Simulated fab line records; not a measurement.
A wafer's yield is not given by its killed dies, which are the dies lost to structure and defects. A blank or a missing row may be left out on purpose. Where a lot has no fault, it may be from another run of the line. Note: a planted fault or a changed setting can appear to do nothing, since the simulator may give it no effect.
Comparing a struck lot with a sound one | flow nand-harc | 13 out of 1302 route steps
Sound: wafers L893.3, L893.4, L893.6. Struck: wafers L895.2, L895.5, L895.6. At the end, the cause is stated.
For every step that has rows: the tool of each side, followed by ch and its chambers, followed by its first start. Under that, the readings that differ: sound wafers | struck wafers | difference of the means | sigmas: that difference in standard deviations of wafers without a fault.
alike: a reading whose means differ by less than 2 such deviations, as well as words and numbers matching on both sides. not compared: withheld readings; readings where some wafer has no value; bounds like >300 that might hide an equal value; numbers whose values overlap and for which the record gives no deviation.
A row with sigmas, a row that says differs or no value, or rows on one side alone: a step with any of these is where the two part. Non-overlapping numbers with no deviation appear without sigmas and do not part them. A reading that every wafer of one side lacks parts them only if that side has two wafers or more.

first, 1 step without rows for these wafers: NHARC_A_WL_FILL_RTA_01 (time 5 s).
NHARC_A_WL_FILL_ALD_02: deposits TiN, target thk 2 nm, pulse time 3 s, ald cycles 100.
  sound on ald-metal-02 ch 1,3, day 25 01:43; struck on ald-metal-04 ch 1,2,3, day 26 12:16
  alike: heater-power-w, precursor-pulse-height-rel, susceptor-temp-C
then, 1 step without rows for these wafers: NHARC_A_WL_FILL_CVD_03 (deposits W, target thk 40 nm, time 279 s).
NHARC_A_WL_FILL_ETCHBACK_04: etches the open film in NF3, target depth 60 nm, time 120 s.
  sound on rie-metal-03 ch 0,1, day 25 02:33; struck on rie-metal-01 ch 0,1, day 26 13:02
  alike: drypump-motor-current-A, oes-product-au
  not compared: rf-hours-counter-h
NHARC_A_WL_FILL_ETCHBACK_05: etches the open film in Cl2/BCl3, target depth 22 nm, time 60 s.
  sound on rie-metal-03 ch 0,1, day 25 02:45; struck on rie-metal-01 ch 0,1, day 26 13:15
  alike: drypump-motor-current-A, oes-product-au
  not compared: rf-hours-counter-h
NHARC_A_WL_FILL_STRIP_27: strips in N2/H2, time 20 s.
  sound on plasma-asher-02 ch 0,1, day 25 02:55; struck on plasma-asher-02 ch 0,1, day 26 13:23
  alike: drypump-motor-current-A, heater-power-w
  not compared: rf-hours-counter-h
then, 4 steps without rows for these wafers: NHARC_A_WL_FILL_STRIP_28 (strips in post etch residue remover, time 1200 s); NHARC_A_WL_FILL_PRECLEAN_06 (cleans in DIW, time 300 s); NHARC_A_WL_FILL_SRD_07; NHARC_A_WL_FILL_ANNEAL_08 (time 1800 s).
NHARC_A_WL_FILL_ALD_10: deposits SiO2, target thk 50 nm, pulse time 10 s, ald cycles 500.
  sound on ald-hk-01 ch 2,3, day 25 08:08; struck on ald-hk-01 ch 1,2,3, day 26 22:08
  reading              | sound                | struck               | difference | sigmas
  susceptor-temp-C (C) | 299.91 300.10 300.08 | 283.33 282.97 283.00 | -16.93     | -89
  alike: heater-power-w, precursor-pulse-height-rel
NHARC_A_WL_FILL_ETCHBACK_16: etches the open film in C4F8/O2/Ar, target depth 120 nm, time 24 s.
  sound on rie-diel-13 ch 0,1,3; struck on rie-diel-04 ch 0,1,2
  alike: oes-product-au, rf-vpp-V
  not compared: rf-hours-counter-h
-- jump in the record: it breaks off in module A_WL_FILL and resumes in module END (first step shown: number 1302 of the route), and 4 days separate the struck wafers' starts before and after --
NHARC_END_SORT_01:
  the record has rows for the struck wafers here (prober-01 ch 0, day 30 17:40) and none for the sound ones

WHERE THEY PART
At NHARC_A_WL_FILL_ALD_10 first; at NHARC_END_SORT_01 last (within this record only).

WHY: what had been put in by the simulator
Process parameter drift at NHARC_A_WL_FILL_ALD_10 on ald-hk-01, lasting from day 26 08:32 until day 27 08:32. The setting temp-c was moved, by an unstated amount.
